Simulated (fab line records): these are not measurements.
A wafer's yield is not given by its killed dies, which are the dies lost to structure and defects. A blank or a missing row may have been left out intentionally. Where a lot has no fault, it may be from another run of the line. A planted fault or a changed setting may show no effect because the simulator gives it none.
2 desks, one fault || flow n5-finfet || what lay behind the numbers comes last; until then each desk has only its own

THE METROLOGY DESK
Means of the sampled wafers that have a number, per lot and without regard to the tool the lot ran on: this is what the gauges read. Marked OUT: a lot whose mean sits more than 4 standard deviations from the usual mean, which makes it out of limits; the brackets give that distance. Only the readings that lie furthest out on some lot appear, 7 of the 10 it has.
Columns: A = DIBL_N at N5_BEOL_M4_RC_MEAS_101, usual 35.9 mV/V; B = DIBL_P at N5_BEOL_M4_RC_MEAS_101, usual 35.9 mV/V; C = IOFF_N at N5_BEOL_M4_RC_MEAS_101, usual 0.155 nA/um; D = IOFF_P at N5_BEOL_M4_RC_MEAS_101, usual 0.201 nA/um; E = ION_N at N5_BEOL_M4_RC_MEAS_101, usual 672 uA/um; F = ION_P at N5_BEOL_M4_RC_MEAS_101, usual 460 uA/um; G = VT_P at N5_BEOL_M4_RC_MEAS_101, usual -251.6 mV
{"lot": "L667", "first seen here": "day 9 10:13", "A": 36.1, "B": 37.5, "C": 0.166, "D": 0.186, "E": 675, "F": 454, "G": -254.9}
{"lot": "L672", "first seen here": "day 11 08:23", "A": 34.3, "B": 36.7, "C": 0.160, "D": 0.219, "E": 676, "F": 468, "G": -249.3}
{"lot": "L680", "first seen here": "day 12 23:06", "A": 34.5, "B": 35.2, "C": 0.137, "D": 0.179, "E": 669, "F": 457, "G": -253.5}
{"lot": "L683", "first seen here": "day 13 17:46", "A": 35.4, "B": 34.6, "C": 0.134, "D": 0.173, "E": 665, "F": 453, "G": -254.8}
This desk's finding: nothing out of limits on any of the 4 lots.

TOOL OWNER'S DESK, euv-scanner-01
The tool's own readings at N5_BEOL_M0_SAQP_EXPOSE_37 (exposes mask M0 CUT1, target cd 30 nm): means of the sampled wafers that have a number, for each lot that ran on this tool. Marked OUT: a lot whose mean sits more than 4 standard deviations from the usual mean, which makes it out of limits; the brackets give that distance.
Columns: A = exposure-dose-mJ-cm2 at N5_BEOL_M0_SAQP_EXPOSE_37, usual 44.66
{"lot": "L672", "first seen here": "day 8 21:29", "A": 44.67}
{"lot": "L680", "first seen here": "day 10 15:34", "A": "45.43 (+16) OUT"}
{"lot": "L683", "first seen here": "day 11 05:23", "A": "45.21 (+11) OUT"}
Finding of this desk: L680, L683 out of limits; the first was L680 at day 10 15:34, on exposure-dose-mJ-cm2 at N5_BEOL_M0_SAQP_EXPOSE_37. Within limits: L672.

ALL TOGETHER
The tool owner's desk could have raised an alarm at day 10 15:34, on L680, L683.
The metrology desk saw nothing out of limits.
The metrology desk holds a record of L680, L683, inside its limits.
N5_BEOL_M0_SAQP_EXPOSE_37 was run on euv-scanner-01 by each of the lots named.

WHAT THE SIMULATOR HAD INSERTED
Drift in process parameters on euv-scanner-01 at N5_BEOL_M0_SAQP_EXPOSE_37, starting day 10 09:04. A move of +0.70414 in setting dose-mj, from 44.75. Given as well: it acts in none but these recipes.
Lots struck among those shown: L680, L683.
Time in hours from fault onset to the first out-of-limits reading at each desk: the tool owner's desk, 7.
